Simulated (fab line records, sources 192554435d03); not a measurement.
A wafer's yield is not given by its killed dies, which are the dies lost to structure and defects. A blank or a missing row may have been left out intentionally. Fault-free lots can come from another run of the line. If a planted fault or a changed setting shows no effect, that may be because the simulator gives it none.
Lot-split experiment -- flow n5-finfet -- route with 1938 steps; 7 lots, 39 wafers read

== THE SPLIT ITSELF ==
At N5_BEOL_M12_ETCH_59 (etches BARC in N2/H2, target depth 89 nm, overetch 26.7 nm, time 67.9 s), the setting target-depth-a was moved away from the recipe's 890 angstrom on 12 of the 39 wafers read, by -40.3% to +50.8%. This setting was run at the recipe's value on the other wafers.

The reading comes from the split's own step.

== THE READING ==
coat_of_BEOL_M12_COAT_04.thk-nm (the simulator's own value, which no gauge read), in nm, at N5_BEOL_M12_ETCH_59 (etches BARC in N2/H2, target depth 89 nm, overetch 26.7 nm, time 67.9 s). No usual value for it is given in the file. Here, 27 wafers ran the recipe; their average is 317.1 nm with a standard deviation of 1.5 nm.

wafer,"tool, chamber at the split","target-depth-a as run, angstrom",against the recipe,"coat_of_BEOL_M12_COAT_04.thk-nm, nm",against lot-mates on the recipe
L074.1,"rie-diel-04, 1",890,recipe,317.4,-
L074.2,"rie-diel-04, 3",890,recipe,319.2,-
L074.3,"rie-diel-04, 0",890,recipe,316.4,-
L074.4,"rie-diel-04, 2",890,recipe,318,-
L074.5,"rie-diel-04, 0",890,recipe,318.4,-
L074.6,"rie-diel-04, 3",890,recipe,319.6,-
L083.3,"rie-diel-03, 3",890,recipe,318.8,-
L083.4,"rie-diel-03, 2",890,recipe,320.4,-
L083.6,"rie-diel-03, 3",890,recipe,317.6,-
L082.1,"rie-diel-03, 1",890,recipe,313.4,-
L082.2,"rie-diel-03, 2",890,recipe,316.6,-
L082.3,"rie-diel-03, 0",1342,+50.8%,290.2,-24.7
L082.4,"rie-diel-03, 3",890,recipe,314.6,-
L082.5,"rie-diel-03, 3",1342,+50.8%,288.2,-26.7
L082.6,"rie-diel-03, 2",1342,+50.8%,290.4,-24.5
L089.1,"rie-diel-04, 3",890,recipe,316.6,-
L089.2,"rie-diel-04, 2,1",890,recipe,316,-
L089.4,"rie-diel-04, 2,1",890,recipe,316,-
L089.3,"rie-diel-04, 0",890,recipe,317.4,-
L089.5,"rie-diel-04, 1",890,recipe,316.2,-
L089.6,"rie-diel-04, 0",890,recipe,316.4,-
L091.1,"rie-diel-04, 0",890,recipe,317.8,-
L091.2,"rie-diel-04, 3",890,recipe,318.2,-
L091.3,"rie-diel-04, 1",531.1,-40.3%,337.8,+20.1
L091.4,"rie-diel-04, 2",531.1,-40.3%,337,+19.3
L091.5,"rie-diel-04, 3",531.1,-40.3%,337.4,+19.7
L091.6,"rie-diel-04, 0",890,recipe,317.2,-
L093.1,"rie-diel-05, 2",617.8,-30.6%,333.2,+16.7
L093.2,"rie-diel-05, 0",617.8,-30.6%,331,+14.5
L093.3,"rie-diel-05, 3",890,recipe,316.4,-
L093.4,"rie-diel-05, 1",617.8,-30.6%,334.2,+17.7
L093.5,"rie-diel-05, 3",890,recipe,317,-
L093.6,"rie-diel-05, 0",890,recipe,316.2,-
L096.1,"rie-diel-03, 1,3",890,recipe,315.8,-
L096.2,"rie-diel-03, 1,3",890,recipe,315.8,-
L096.3,"rie-diel-03, 0",673.7,-24.3%,330,+13.7
L096.4,"rie-diel-03, 2",673.7,-24.3%,329.8,+13.5
L096.5,"rie-diel-03, 2",673.7,-24.3%,331,+14.7
L096.6,"rie-diel-03, 1",890,recipe,317.2,-
Where a row lists several chambers, the file gives one row for several wafers and doesn't say which wafer went through which chamber.

THE FIT
A straight line over all 39 wafers: coat_of_BEOL_M12_COAT_04.thk-nm changes by -0.527 nm for each +1% of target-depth-a; r = -0.99; the points scatter about the line by 1.4 nm.
The same after taking each lot's own level away (the mean of its wafers on the recipe; 39 wafers): -0.507 nm for each +1%; r = -1.00; scatter 1 nm.
The reading moves by 26 nm for the largest change in target-depth-a, on that fit.
Measured against the standard deviation above, the lots' own levels, which go from 314.87 to 318.93 nm, span 2.8 times it.
The two slopes are in agreement: the lot-to-lot level therefore moves the slope only a little.
Check: with one of the wafers moved furthest among these (+50.8%) left out of the fit, the line predicts -25.8 nm for it against its lot-mates. It came out at -24.7 nm against them.

== THESE WAFERS: OTHER SPLITS ==
These wafers also went through other splits before the reading. Each is held against what the fit with the lots' levels taken away leaves over:
other split on the same wafers,wafers away from the commonest value,r with coat_of_BEOL_M12_COAT_04.thk-nm (lot level and that fit taken away)
N5_BEOL_M10_DEP_56 target-thk-a,15,-0.02

== THE WHOLE CHAIN: every reading that the file lists as answering this split, in the file's order ==
step,what it does,reading,change (the file's fit),r (the file's)
N5_BEOL_M12_ETCH_59,"etches BARC in N2/H2, target depth 89 nm, overetch 26.7 nm, time 67.9 s","coat_of_BEOL_M12_COAT_04.thk-nm (the simulator's own value, which no gauge read)",-0.508 nm for each +1% of the setting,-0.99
N5_BEOL_M12_STRIP_63,strips in N2/H2,strip-time-to-endpoint-s,withheld for each +1% of the setting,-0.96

== FILE'S OWN FIT ==
coat_of_BEOL_M12_COAT_04.thk-nm changes by -0.508 nm for each +1% of target-depth-a, r = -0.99.
